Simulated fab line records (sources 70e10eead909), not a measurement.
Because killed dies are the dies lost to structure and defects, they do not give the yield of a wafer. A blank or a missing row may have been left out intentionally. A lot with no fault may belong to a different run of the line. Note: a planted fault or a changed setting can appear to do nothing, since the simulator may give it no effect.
Struck lot and sound lot, side by side | flow nand_harc | 15 out of 1302 route steps
Sound: these wafers, L729.1, L729.4, L729.6. Wafers L741.1, L741.3, L741.5 were the ones struck. The cause is given at the end.
At each step with rows: each side's tool, then ch and its chambers, then its first start. Under that, the readings that differ: sound wafers | struck wafers | difference of the means | sigmas: that difference in standard deviations of wafers without a fault.
alike: readings whose means differ by less than 2 such deviations, and words and numbers that are the same on both sides. not compared: withheld readings, readings that some wafer has no value for, bounds like >300 that may hide the same value, and numbers for which the record gives no deviation and whose values overlap.
Wherever a step has rows on one side only, a row that says differs or no value, or a row with sigmas, the two part there. When numbers do not overlap yet have no deviation, they are printed without sigmas and do not part them. Lack of a reading on every wafer of one side parts them only where that side has two or more wafers.

NHARC_P_GATE_CD_MEAS_59: target cd 720 nm.
  sound on cd_sem-03 ch 0, day 8 08:58; struck on cd_sem-02 ch 0, day 13 12:10
  alike: cd_nm
then, 1 step without rows for these wafers: NHARC_P_GATE_HARDBAKE_60 (time 80 s).
NHARC_P_GATE_DESCUM_61: chemistry O2, time 3 s.
  sound on rie_diel-01 ch 0,2,3, day 8 09:08; struck on rie_diel-13 ch 2,3, day 13 12:19
  alike: drypump_motor_current_A, oes_product_au, rf_vpp_V, showerhead_plenum_p_Torr, throttle_valve_pct
  not compared: rf_hours_counter_h
next, for these wafers, 1 step has no rows: NHARC_P_GATE_IMPLANT_62.
NHARC_P_GATE_STRIP_112: strips in N2/H2, time 200 s.
  sound on plasma_asher-01 ch 0,1, day 8 09:29; struck on plasma_asher-01 ch 0,1, day 13 12:44
  alike: drypump_motor_current_A, heater_power_w, rf_refl_power_W
  not compared: rf_hours_counter_h
NHARC_P_GATE_STRIP_76: strips in O2.
  sound on plasma_asher-01 ch 0,1, day 8 09:46; struck on plasma_asher-01 ch 0,1, day 13 12:58
  alike: drypump_motor_current_A, heater_power_w, rf_refl_power_W
  not compared: rf_hours_counter_h
then, 6 steps without rows for these wafers: NHARC_P_GATE_STRIP_63 (strips in SPM, time 900 s); NHARC_P_GATE_DEHYDRATE_83 (time 120 s); NHARC_P_GATE_HMDS_84 (time 30 s); NHARC_P_GATE_COAT_85; NHARC_P_GATE_SOFTBAKE_86 (time 95 s); NHARC_P_GATE_EBR_87.
NHARC_P_GATE_EXPOSE_88: exposes mask P HVN, target cd 2000 nm.
  sound on krf_scanner-03 ch 0, day 8 10:31; struck on krf_scanner-03 ch 0, day 13 13:43
  reading                        | sound                | struck            | difference | sigmas
  model.P_GATE.overlay_x_nm (nm) | -5.359 -5.359 -5.359 | 66.13 66.13 66.13 | +71.49     |
  alike: mask, focus_offset_nm, reticle_temp_C
then, 2 steps without rows for these wafers: NHARC_P_GATE_PEB_89 (peb time 85 s); NHARC_END_SORT_01.

== WHERE THEY PART ==
Nowhere in this record.

WHY: what the simulator had put in
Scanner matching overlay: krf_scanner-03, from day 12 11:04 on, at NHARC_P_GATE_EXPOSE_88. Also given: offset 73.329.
